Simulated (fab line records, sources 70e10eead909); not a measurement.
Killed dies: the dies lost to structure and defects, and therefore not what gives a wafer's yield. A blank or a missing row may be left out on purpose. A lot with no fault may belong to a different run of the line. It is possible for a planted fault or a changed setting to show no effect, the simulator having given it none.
Chamber matching | flow nand_harc | NHARC_A_CONTACT_ETCH_102 on rie_diel-03 has 4 sister chambers
The step etches the open film in CF4/O2, target depth 70 nm, overetch 7 nm, time 38.5 s. 20 wafers are shown with their chamber, then 10 later ones without.

== WAFERS, EACH WITH ITS CHAMBER ==
wafer  | chamber | showerhead_plenum_p_Torr (Torr) | drypump_motor_current_A (A) | oes_product_au (a.u.)
L074.1 | 0       | 1.29                            | 6.2                         | 0.991
L074.2 | 2       | 1.26                            | 5.3                         | 0.997
L074.6 | 0       | 1.29                            | 6.3                         | 0.985
L083.2 | 3       | 1.24                            | 5.6                         | 0.990
L083.5 | 3       | 1.24                            | 5.6                         | 1.005
L083.6 | 2       | 1.26                            | 5.3                         | 1.000
L082.1 | 1       | 1.36                            | 5.7                         | 0.993
L082.3 | 3       | 1.24                            | 5.5                         | 0.998
L082.5 | 2       | 1.26                            | 5.3                         | 1.017
L085.1 | 3       | 1.24                            | 5.6                         | 1.001
L085.5 | 0       | 1.29                            | 6.3                         | 0.998
L085.6 | 3       | 1.24                            | 5.6                         | 1.006
L081.1 | 2       | 1.26                            | 5.3                         | 1.019
L081.2 | 3       | 1.24                            | 5.6                         | 1.010
L081.5 | 2       | 1.26                            | 5.3                         | 1.009
L084.1 | 1       | 1.36                            | 5.7                         | 0.981
L084.4 | 3       | 1.24                            | 5.6                         | 0.997
L084.5 | 0       | 1.28                            | 6.3                         | 0.964
L086.1 | 3       | 1.24                            | 5.6                         | 1.000
L086.2 | 1       | 1.36                            | 5.7                         | 0.994

SIGNATURES (means of the wafers above)
reading                  | chamber 0 | chamber 1 | chamber 2 | chamber 3 | scatter within a chamber
showerhead_plenum_p_Torr | 1.2875    | 1.3600    | 1.2600    | 1.2400    | 0.00217
drypump_motor_current_A  | 6.275     | 5.700     | 5.300     | 5.587     | 0.0319
oes_product_au           | 0.98450   | 0.98933   | 1.00840   | 1.00087   | 0.00937
Rule: a wafer lies at a distance from a chamber equal to the root of the sum of squares, over the readings, of (its reading less the chamber's mean, divided by the reading's scatter). The wafer belongs to the nearest chamber; if the next one is less than 2 further off, it can't be placed. The scatter: the root of (the sum of the squares of (reading less its chamber's mean) over the shown wafers, divided by (wafers less chambers)).

== WAFERS WHOSE CHAMBER IS MISSING ==
wafer  | showerhead_plenum_p_Torr (Torr) | drypump_motor_current_A (A) | oes_product_au (a.u.)
L086.4 | 1.26                            | 5.3                         | 0.997
L089.4 | 1.36                            | 5.7                         | 0.992
L089.5 | 1.35                            | 5.7                         | 0.987
L089.6 | 1.26                            | 5.3                         | 1.003
L088.2 | 1.24                            | 5.6                         | 0.989
L088.4 | 1.26                            | 5.3                         | 0.988
L088.6 | 1.24                            | 5.5                         | 1.002
L096.1 | 1.24                            | 5.6                         | 0.999
L096.4 | 1.35                            | 5.7                         | 0.995
L096.6 | 1.35                            | 5.7                         | 1.000

== WHICH CHAMBER EACH ONE RAN IN ==
wafer  | from the rows above | in truth
L086.4 | 2                   | 2
L089.4 | 1                   | 1
L089.5 | 1                   | 1
L089.6 | 2                   | 2
L088.2 | 3                   | 3
L088.4 | 2                   | 2
L088.6 | 3                   | 3
L096.1 | 3                   | 3
L096.4 | 1                   | 1
L096.6 | 1                   | 1
Correct placement for 10 of the 10. Left unplaced by these rows: 0. Number placed wrongly: 0.
